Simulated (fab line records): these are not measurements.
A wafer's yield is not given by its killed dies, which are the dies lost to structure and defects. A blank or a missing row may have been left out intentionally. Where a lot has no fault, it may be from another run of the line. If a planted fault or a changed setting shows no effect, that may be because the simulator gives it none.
Chamber matching + flow nandHarc + pecvd-04 running NHARC_A_M0_PRE_CLEAN_31: 3 sister chambers
The step time 12 s. 6 wafers are shown with their chamber, then 10 later ones without.

## WAFERS, EACH WITH ITS CHAMBER
| wafer  | chamber | heaterPowerW (W) | susceptorTempC (C) |
|--------|---------|------------------|--------------------|
| L080.2 | 2       | 574              | 370.22             |
| L080.3 | 0       | 589              | 369.86             |
| L082.4 | 0       | 623              | 370.06             |
| L082.5 | 1       | 699              | 369.76             |
| L083.3 | 1       | 619              | 370.22             |
| L083.4 | 2       | 622              | 370.09             |

## WAFERS WITH NO CHAMBER GIVEN
| wafer  | heaterPowerW (W) | susceptorTempC (C) |
|--------|------------------|--------------------|
| L083.6 | 641              | 370.14             |
| L087.3 | 665              | 369.90             |
| L087.5 | 572              | 370.17             |
| L087.6 | 674              | 370.04             |
| L088.3 | 518              | 370.22             |
| L088.4 | 515              | 370.29             |
| L088.5 | 671              | 369.74             |
| L097.2 | 727              | 369.87             |
| L097.3 | 599              | 369.85             |
| L097.5 | 721              | 370.44             |

## WHICH CHAMBER EACH WENT THROUGH
| wafer  | from the rows above          | in truth |
|--------|------------------------------|----------|
| L083.6 | can't be placed: 1 or 2 or 0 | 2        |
| L087.3 | can't be placed: 1 or 0 or 2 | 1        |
| L087.5 | can't be placed: 2 or 0 or 1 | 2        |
| L087.6 | can't be placed: 1 or 0 or 2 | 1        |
| L088.3 | can't be placed: 2 or 0 or 1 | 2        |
| L088.4 | can't be placed: 2 or 0 or 1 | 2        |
| L088.5 | can't be placed: 1 or 0 or 2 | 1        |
| L097.2 | can't be placed: 1 or 0 or 2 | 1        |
| L097.3 | can't be placed: 0 or 2 or 1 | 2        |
| L097.5 | can't be placed: 1 or 2 or 0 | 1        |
Placed correctly: 0 of 10. Cannot be placed on the basis of these rows: 10; the candidates contain the true chamber in 10. Placed wrongly: 0.
How it was worked out, from the rows above alone: a wafer's distance from a chamber is the root of the sum, over the readings, of the square of ((its reading less the chamber's mean) divided by the reading's scatter). If the next closest chamber is less than 2 further off than the closest, the wafer can't be placed; otherwise it belongs to the closest. A chamber's mean is the mean of its shown wafers. The scatter: the root of (the sum of the squares of (reading less its chamber's mean) over the shown wafers, divided by (wafers less chambers)).
